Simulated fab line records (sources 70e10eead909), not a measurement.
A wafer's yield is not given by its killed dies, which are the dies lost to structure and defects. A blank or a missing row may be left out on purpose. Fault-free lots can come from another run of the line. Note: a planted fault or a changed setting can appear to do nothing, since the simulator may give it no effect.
Struck lot and sound lot, side by side || flow nand harc || 12 out of 1302 route steps
Sound: these wafers, L535.2, L535.3, L535.5. The struck wafers were L540.1, L540.2, L540.6. The cause comes at the end.
Order at every step that has rows: each side's tool, ch and its chambers, its first start. Under that, the readings that differ: sound wafers || struck wafers || difference of the means || sigmas: that difference in standard deviations of wafers without a fault.
alike: a reading whose means differ by less than 2 such deviations, as well as words and numbers matching on both sides. not compared: withheld readings; readings where some wafer has no value; bounds like >300 that might hide an equal value; numbers whose values overlap and for which the record gives no deviation.
A row with sigmas, a row that says differs or no value, or rows on one side alone: a step with any of these is where the two part. Numbers that don't overlap but have no deviation are shown without sigmas and don't part them. A reading missing from all wafers of one side parts the sides only when that side holds two or more wafers.

first, 9 steps without rows for these wafers: NHARC_A_STAIRCASE_DEHYDRATE_433 (time 120 s); NHARC_A_STAIRCASE_HMDS_434 (time 30 s); NHARC_A_STAIRCASE_COAT_435; NHARC_A_STAIRCASE_SOFTBAKE_436 (time 170 s); NHARC_A_STAIRCASE_EBR_437; NHARC_A_STAIRCASE_EXPOSE_438 (exposes mask STAIR REV); NHARC_A_STAIRCASE_PEB_439 (peb time 130 s); NHARC_A_STAIRCASE_DEVELOP_440 (time 140 s); NHARC_A_STAIRCASE_HARDBAKE_442 (time 140 s).
NHARC_A_STAIRCASE_DESCUM_443: chemistry O2, time 3 s.
  sound on rie diel-06 ch 0,3, day 23 12:06; struck on rie diel-02 ch 1,2,3, day 26 14:16
  alike: drypump motor current A, oes product au, rf vpp V, showerhead plenum p Torr, throttle valve pct
  not compared: rf hours counter h
NHARC_A_STAIRCASE_ETCH_444: etches the open film in C4F8/O2, target depth 20400 nm, time 6800 s.
  sound on rie diel-06 ch 0,1,2, day 23 12:25; struck on rie diel-02 ch 1,2,3, day 26 17:11
{"reading": "oes product au (a.u.)", "sound": "0.935 0.913 0.922", "struck": "0.953 0.973 0.957", "difference": "+0.038", "sigmas": "+2"}
{"reading": "run length s (s)", "sound": "6821.7 6821.3 6821.6", "struck": "7454.1 7455 7454.3", "difference": "+632.9", "sigmas": "+99 or more"}
  alike: bias w, rf vpp V
  not compared: rf hours counter h
-- record jumps: 6 days between struck wafers' starts before vs after; left off in module A_STAIRCASE, resumes in module END, first step shown is number 1302 of the route --
NHARC_END_SORT_01:
  only the struck wafers appear in the record here, on prober-01 ch 0 at day 32 17:28; the sound ones have no rows

== WHERE THEY PART ==
Earliest at NHARC_A_STAIRCASE_ETCH_444; latest, in this record, at NHARC_END_SORT_01.

WHY: what had been put in by the simulator
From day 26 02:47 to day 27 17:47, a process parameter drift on rie diel-02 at NHARC_A_STAIRCASE_ETCH_444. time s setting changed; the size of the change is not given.
